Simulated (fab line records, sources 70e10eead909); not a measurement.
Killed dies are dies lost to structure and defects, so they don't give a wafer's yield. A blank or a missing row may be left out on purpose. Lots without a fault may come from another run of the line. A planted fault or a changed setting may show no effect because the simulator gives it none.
Chamber matching | flow nand_harc | NHARC_A_CONTACT_CMP_20 on cmp-02: 4 sister chambers
The step polishes, t overpolish 30 s, target thk 300 nm. 4 wafers are shown with their chamber, then 7 later ones without.

WAFERS WITH THEIR CHAMBER
wafer  | chamber | motor_current_A (A)
L074.3 | 3       | 11.6
L087.5 | 1       | 13.4
L091.1 | 2       | 11.7
L091.3 | 0       | 12.0

WAFERS WITHOUT THEIR CHAMBER
wafer  | motor_current_A (A)
L091.6 | 12.4
L090.1 | 11.3
L090.4 | 13.0
L090.5 | 12.6
L088.1 | 11.7
L088.2 | 13.2
L088.3 | 10.7

WHICH CHAMBER EACH WENT THROUGH
wafer  | from the rows above               | in truth
L091.6 | can't be placed: 0 or 2 or 3 or 1 | 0
L090.1 | can't be placed: 3 or 2 or 0      | 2
L090.4 | can't be placed: 1 or 0 or 2      | 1
L090.5 | can't be placed: 0 or 1 or 2 or 3 | 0
L088.1 | can't be placed: 2 or 3 or 0      | 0
L088.2 | 1                                 | 1
L088.3 | can't be placed: 3 or 2 or 0      | 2
Placed correctly: 1 of 7. Can't be placed from these rows: 6 (the true chamber is among the candidates in 6). Placed wrongly: 0.
How it was worked out, from the rows above alone: a wafer's distance from a chamber is the root of the sum, over the readings, of the square of ((its reading less the chamber's mean) divided by the reading's scatter). The wafer belongs to the nearest chamber; if the next one is less than 2 further off, it can't be placed. A chamber's mean is the mean of its shown wafers. The scatter: with one shown wafer a chamber, the root of the mean of the squares of how far each hidden wafer lies from its nearest shown one.
